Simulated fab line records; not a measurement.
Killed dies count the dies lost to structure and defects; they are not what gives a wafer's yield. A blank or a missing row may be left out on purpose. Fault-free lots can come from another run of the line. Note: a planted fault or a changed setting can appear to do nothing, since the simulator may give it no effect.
A lot that was struck, set against a sound lot    flow nand harc    37 out of 1159 route steps
Sound: the wafers L321.1, L321.4, L321.6. Struck: wafers L332.2, L332.5 (left out: L332.3, a lot-mate that was not struck); the cause follows at the end.
Per side, at each step with rows, come the tool, then ch with its chambers, and then its first start. Under that, the readings that differ: sound wafers    struck wafers    difference of the means    sigmas: that difference in standard deviations of wafers without a fault.
alike: words and numbers the same on both sides, and readings whose means are apart by under 2 such deviations; not compared: readings that were withheld, readings missing a value for some wafer, numbers with overlapping values and no deviation given by the record, and bounds like >300 which may hide the same value.
The two part at a step that has a row with sigmas, a row that says differs or no value, or rows on one side only. When numbers do not overlap yet have no deviation, they are printed without sigmas and do not part them. A reading missing from all wafers of one side parts the sides only when that side holds two or more wafers.

first, 10 steps without rows for these wafers: NHARC_A_STAIRCASE_PEB_439 (peb time 130 s); NHARC_A_STAIRCASE_DEVELOP_440 (time 140 s); NHARC_A_STAIRCASE_HARDBAKE_442 (time 140 s); NHARC_A_STAIRCASE_DESCUM_443 (chemistry O2, time 3 s); NHARC_A_STAIRCASE_ETCH_444 (etches the open film in C4F8/O2, target depth 10200 nm, time 3400 s); NHARC_A_STAIRCASE_STRIP_446 (strips in O2); NHARC_A_STAIRCASE_STRIP_447 (strips in SPM, time 900 s); NHARC_A_STAIRCASE_PRECLEAN_448 (cleans in SC1); NHARC_A_STAIRCASE_SRD_449; NHARC_A_STAIRCASE_CMP_450 (polishes SiO2, target thk 200 nm).
NHARC_A_STAIRCASE_CMP_152: polishes.
  sound on cmp-02 ch 0,3, day 13 22:46; struck on cmp-03 ch 1, day 16 16:15
  alike: motor current A, slurry filter dp kPa
then, 2 steps without rows for these wafers: NHARC_A_STAIRCASE_SRD_154; NHARC_A_STAIRCASE_ETCH_403 (etches SiO2 in dHF, target depth 108.2 nm).
NHARC_A_STAIRCASE_ETCHBACK_422: etches the open film in CH3F/O2, target depth 40 nm, time 74.286 s.
  sound on rie diel-12 ch 0,1,3, day 13 23:13; struck on rie diel-05 ch 1,2, day 16 16:43
  alike: drypump motor current A, oes product au, rf vpp V, showerhead plenum p Torr, throttle valve pct
  not compared: rf hours counter h
then, 2 steps without rows for these wafers: NHARC_A_STAIRCASE_ETCH_423 (etches SiO2 in dHF, target depth 30 nm); NHARC_A_STAIRCASE_ETCHBACK_157 (etches the open film in CH3F/O2, target depth 90 nm, time 167.14 s).
NHARC_A_STAIRCASE_STRIP_475: strips in O2, time 20 s.
  sound: rie diel-11 ch 1,2,3; struck: rie diel-05 ch 2
  alike: drypump motor current A, oes product au, rf vpp V, showerhead plenum p Torr, throttle valve pct
  not compared: rf hours counter h
NHARC_A_STAIRCASE_DEP_471: deposits SiO2, target thk 100 nm.
  sound on pecvd-02 ch 1,2, day 13 23:50; struck on pecvd-03 ch 1,2, day 16 17:20
  alike: chamber pressure Torr, heater power w, throttle valve pct
NHARC_A_STAIRCASE_CMP_472: polishes SiO2.
  sound on cmp-02 ch 0,1,3, day 14 00:10; struck on cmp-03 ch 0,1, day 16 17:43
  alike: motor current A, slurry filter dp kPa
next, for these wafers, 1 step has no rows: NHARC_A_STAIRCASE_SRD_474.
NHARC_A_SGD_CUT_DEP_00: deposits SiNx, target thk 50 nm.
  sound on pecvd-02 ch 1,2, day 14 00:32; struck on pecvd-02 ch 0, day 16 18:13
  alike: heater power w
then, 10 steps without rows for these wafers: NHARC_A_SGD_CUT_DEHYDRATE_01 (time 120 s); NHARC_A_SGD_CUT_HMDS_02 (time 30 s); NHARC_A_SGD_CUT_COAT_56 (time 75 s); NHARC_A_SGD_CUT_COAT_57 (time 65 s); NHARC_A_SGD_CUT_COAT_03 (resist thk 90 nm); NHARC_A_SGD_CUT_SOFTBAKE_04 (time 55 s); NHARC_A_SGD_CUT_EBR_05; NHARC_A_SGD_CUT_EXPOSE_06 (exposes mask SGD); NHARC_A_SGD_CUT_PEB_07 (peb time 65 s); NHARC_A_SGD_CUT_DEVELOP_08 (develop time 35 s).
NHARC_A_SGD_CUT_CD_MEAS_09 targets a cd of 100 nm.
  sound on cd sem-01 ch 0, day 14 01:07; struck on cd sem-01 ch 0, day 16 18:47
reading     sound           struck      difference  sigmas
cd nm (nm)  98.5 98.8 99.2  99.8 101.3  +1.7        +2
NHARC_A_SGD_CUT_OVL_MEAS_10:
  sound on overlay-02 at day 14 01:13; struck on overlay-02 at day 16 18:52
reading            sound           struck   difference  sigmas
overlay y nm (nm)  -0.7 -0.8 -1.3  0.6 0.7  +1.6        +2
  alike: overlay x nm
then, 3 steps without rows for these wafers: NHARC_A_SGD_CUT_DESCUM_14 (chemistry O2, time 3 s); NHARC_A_SGD_CUT_ETCH_58 (etches the open film in CF4, target depth 39 nm, time 65 s); NHARC_A_SGD_CUT_ETCH_59 (etches the open film in N2/H2, target depth 260 nm, time 406.25 s).
-- the record jumps here: 5 days lie between the struck wafers' starts before and after (it left off in module A_SGD_CUT and takes up again in module END, whose first step shown is number 1159 of the route) --
NHARC_END_SORT_01:
  sound on prober-01 ch 0, day 20 11:32; struck on prober-02 ch 0, day 22 04:01
reading          sound     struck   difference  sigmas
killed at array  34 37 41  345 334  +302        +30
killed dies      38 39 50  348 337  +300        +30
  alike: killed at other, killed at periphery, killed open, killed short

WHERE THEY PART
First at NHARC_A_SGD_CUT_CD_MEAS_09; last, within this record, at NHARC_END_SORT_01.

WHY: the cause the simulator had injected
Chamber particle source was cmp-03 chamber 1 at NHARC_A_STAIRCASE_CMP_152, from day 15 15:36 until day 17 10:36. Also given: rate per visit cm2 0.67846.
